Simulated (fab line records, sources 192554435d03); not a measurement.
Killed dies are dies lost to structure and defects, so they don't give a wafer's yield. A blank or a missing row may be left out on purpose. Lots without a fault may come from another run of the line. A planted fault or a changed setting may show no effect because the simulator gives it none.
Split-lot experiment | flow n5_finfet | 7 lots, 39 wafers read, on a route of 1938 steps

THE SPLIT
At N5_MOL_CONTACT_COAG_ETCH_15 (etches SiNx in CH3F/O2, stops on Si:P, target depth 7 nm), the setting target_depth_a was moved away from the recipe's 70 angstrom on 15 of the 39 wafers read, by -35.4% to +58.1%. The other wafers ran this setting at the recipe's value.

The reading is taken at the split's own step.

THE READING
SOC_of_MOL_CONTACT_COAG_COAT_103.thk_nm (the simulator's own value, which no gauge read), in nm, at N5_MOL_CONTACT_COAG_ETCH_15 (etches SiNx in CH3F/O2, stops on Si:P, target depth 7 nm). The file gives no usual value for it. The 24 wafers here that ran the recipe average 75.4 nm, standard deviation 0.19 nm.

wafer  | tool, chamber at the split | target_depth_a as run, angstrom | against the recipe | SOC_of_MOL_CONTACT_COAG_COAT_103.thk_nm, nm | against lot-mates on the recipe
L077.1 | rie_diel-03, 0,2,3         | 70                              | recipe             | 75.6                                        | -
L077.3 | rie_diel-03, 0,2,3         | 70                              | recipe             | 75.6                                        | -
L077.4 | rie_diel-03, 0,2,3         | 70                              | recipe             | 75.6                                        | -
L077.2 | rie_diel-03, 1,3           | 45.2                            | -35.4%             | 76.6                                        | +1.0
L077.5 | rie_diel-03, 1,3           | 45.2                            | -35.4%             | 76.6                                        | +1.0
L077.6 | rie_diel-03, 0             | 45.2                            | -35.4%             | 76.8                                        | +1.2
L082.1 | rie_diel-06, 2,1,1         | 70                              | recipe             | 75.2                                        | -
L082.2 | rie_diel-06, 2,1,1         | 70                              | recipe             | 75.2                                        | -
L082.5 | rie_diel-06, 2,1,1         | 70                              | recipe             | 75.2                                        | -
L082.3 | rie_diel-06, 0             | 110.7                           | +58.1%             | 73.2                                        | -2.0
L082.4 | rie_diel-06, 3             | 110.7                           | +58.1%             | 73                                          | -2.2
L082.6 | rie_diel-06, 2             | 110.7                           | +58.1%             | 73.4                                        | -1.8
L086.1 | rie_diel-05, 0             | 70                              | recipe             | 75                                          | -
L086.2 | rie_diel-05, 1             | 105.1                           | +50.1%             | 73.8                                        | -1.5
L086.3 | rie_diel-05, 2             | 70                              | recipe             | 75.4                                        | -
L086.4 | rie_diel-05, 3             | 105.1                           | +50.1%             | 73.6                                        | -1.7
L086.5 | rie_diel-05, 3             | 105.1                           | +50.1%             | 73.4                                        | -1.9
L086.6 | rie_diel-05, 2             | 70                              | recipe             | 75.6                                        | -
L089.1 | rie_diel-03, 3             | 89.77                           | +28.2%             | 74.2                                        | -1.1
L089.2 | rie_diel-03, 0,2           | 70                              | recipe             | 75.4                                        | -
L089.3 | rie_diel-03, 0,2           | 70                              | recipe             | 75.4                                        | -
L089.4 | rie_diel-03, 1,0           | 89.77                           | +28.2%             | 74.6                                        | -0.7
L089.5 | rie_diel-03, 1,0           | 89.77                           | +28.2%             | 74.6                                        | -0.7
L089.6 | rie_diel-03, 1             | 70                              | recipe             | 75.2                                        | -
L090.1 | rie_diel-06, 3,2           | 70                              | recipe             | 75.6                                        | -
L090.6 | rie_diel-06, 3,2           | 70                              | recipe             | 75.6                                        | -
L090.2 | rie_diel-06, 0,1,1         | 70                              | recipe             | 75.4                                        | -
L090.4 | rie_diel-06, 0,1,1         | 70                              | recipe             | 75.4                                        | -
L090.5 | rie_diel-06, 0,1,1         | 70                              | recipe             | 75.4                                        | -
L090.3 | rie_diel-06, 2             | 70                              | recipe             | 75.2                                        | -
L094.1 | rie_diel-05, 1             | 70                              | recipe             | 75.2                                        | -
L094.3 | rie_diel-05, 3             | 70                              | recipe             | 75.4                                        | -
L094.6 | rie_diel-05, 3             | 70                              | recipe             | 75.6                                        | -
L095.1 | rie_diel-06, 3,2           | 83.9                            | +19.9%             | 74.8                                        | -0.8
L095.6 | rie_diel-06, 3,2           | 83.9                            | +19.9%             | 74.8                                        | -0.8
L095.2 | rie_diel-06, 2             | 70                              | recipe             | 75.4                                        | -
L095.3 | rie_diel-06, 1             | 70                              | recipe             | 75.6                                        | -
L095.4 | rie_diel-06, 0             | 70                              | recipe             | 75.8                                        | -
L095.5 | rie_diel-06, 1             | 83.9                            | +19.9%             | 74.6                                        | -1.0
Where a row lists several chambers, the file gives one row for several wafers and doesn't say which wafer went through which chamber.

THE FIT
A straight line over all 39 wafers: SOC_of_MOL_CONTACT_COAG_COAT_103.thk_nm changes by -0.0365 nm for each +1% of target_depth_a; r = -0.98; the points scatter about the line by 0.18 nm.
The same after taking each lot's own level away (the mean of its wafers on the recipe; 39 wafers): -0.0335 nm for each +1%; r = -0.98; scatter 0.16 nm.
On that fit, the largest move of target_depth_a shifts the reading by 1.9 nm.
The lots' own levels span 75.20 to 75.60 nm, that is 2.1 times the standard deviation above.
So the lot-to-lot level changes the slope little: the two slopes agree.
Check: with one of the wafers moved furthest among these (+58.1%) left out of the fit, the line predicts -1.97 nm for it against its lot-mates. It came out at -2 nm against them.

OTHER SPLITS ON THESE WAFERS
These wafers also went through other splits before the reading. Each is held against what the fit with the lots' levels taken away leaves over:
other split on the same wafers          | wafers away from the commonest value | r with SOC_of_MOL_CONTACT_COAG_COAT_103.thk_nm (lot level and that fit taken away)
N5_ZERO_LAYER_DEVELOP_10 develop_time_s | 15                                   | -0.13
N5_SD_EPI_N_ETCH_45 target_depth_a      | 12                                   | +0.05
N5_SD_EPI_P_EPI_21 time_s               | 12                                   | +0.08

THE FILE'S OWN FIT
SOC_of_MOL_CONTACT_COAG_COAT_103.thk_nm changes by -0.0339 nm for each +1% of target_depth_a, r = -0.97.
